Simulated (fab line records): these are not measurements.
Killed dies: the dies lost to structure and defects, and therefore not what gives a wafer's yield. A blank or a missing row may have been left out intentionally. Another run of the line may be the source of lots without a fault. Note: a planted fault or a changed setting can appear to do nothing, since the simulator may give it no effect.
Matching of chambers + flow n5 finfet + N5_BEOL_M10_ETCH_62 on rie diel-02: 4 sister chambers
The step etches SOC in N2/H2, target depth 110 nm, overetch 22 nm, time 165 s. 8 wafers are shown with their chamber, then 12 later ones without.

EACH WAFER AND ITS CHAMBER
| wafer  | chamber | showerhead plenum p Torr (Torr) | drypump motor current A (A) |
|--------|---------|---------------------------------|-----------------------------|
| L079.3 | 2       | 2.50                            | 5.0                         |
| L078.3 | 2       | 2.50                            | 5.0                         |
| L085.2 | 3       | 2.67                            | 5.8                         |
| L085.3 | 1       | 2.62                            | 5.6                         |
| L085.6 | 0       | 2.58                            | 5.3                         |
| L088.1 | 0       | 2.57                            | 5.3                         |
| L088.2 | 1       | 2.62                            | 5.5                         |
| L088.4 | 3       | 2.66                            | 5.8                         |

WAFERS WHOSE CHAMBER IS MISSING
| wafer  | showerhead plenum p Torr (Torr) | drypump motor current A (A) |
|--------|---------------------------------|-----------------------------|
| L091.1 | 2.50                            | 5.0                         |
| L091.3 | 2.66                            | 5.8                         |
| L091.4 | 2.62                            | 5.6                         |
| L092.2 | 2.66                            | 5.8                         |
| L092.4 | 2.57                            | 5.3                         |
| L092.6 | 2.57                            | 5.3                         |
| L093.1 | 2.57                            | 5.3                         |
| L093.5 | 2.49                            | 5.0                         |
| L093.6 | 2.66                            | 5.8                         |
| L096.2 | 2.56                            | 5.3                         |
| L096.3 | 2.66                            | 5.7                         |
| L096.4 | 2.61                            | 5.6                         |

CHAMBER TAKEN BY EACH
| wafer  | from the rows above | in truth |
|--------|---------------------|----------|
| L091.1 | 2                   | 2        |
| L091.3 | 3                   | 3        |
| L091.4 | 1                   | 1        |
| L092.2 | 3                   | 3        |
| L092.4 | 0                   | 0        |
| L092.6 | 0                   | 0        |
| L093.1 | 0                   | 0        |
| L093.5 | 2                   | 2        |
| L093.6 | 3                   | 3        |
| L096.2 | 0                   | 0        |
| L096.3 | 3                   | 3        |
| L096.4 | 1                   | 1        |
Placed correctly: 12 of 12. Left unplaced by these rows: 0. 0 placed wrongly.
How it was worked out, from the rows above alone: a wafer's distance from a chamber is the root of the sum, over the readings, of the square of ((its reading less the chamber's mean) divided by the reading's scatter). If the next closest chamber is less than 2 further off than the closest, the wafer can't be placed; otherwise it belongs to the closest. Each chamber's mean is taken over the wafers shown for it. How the scatter is found: for the shown wafers, subtract from each reading the mean of its chamber, square and add these, divide the total by (wafers less chambers), then take the root.
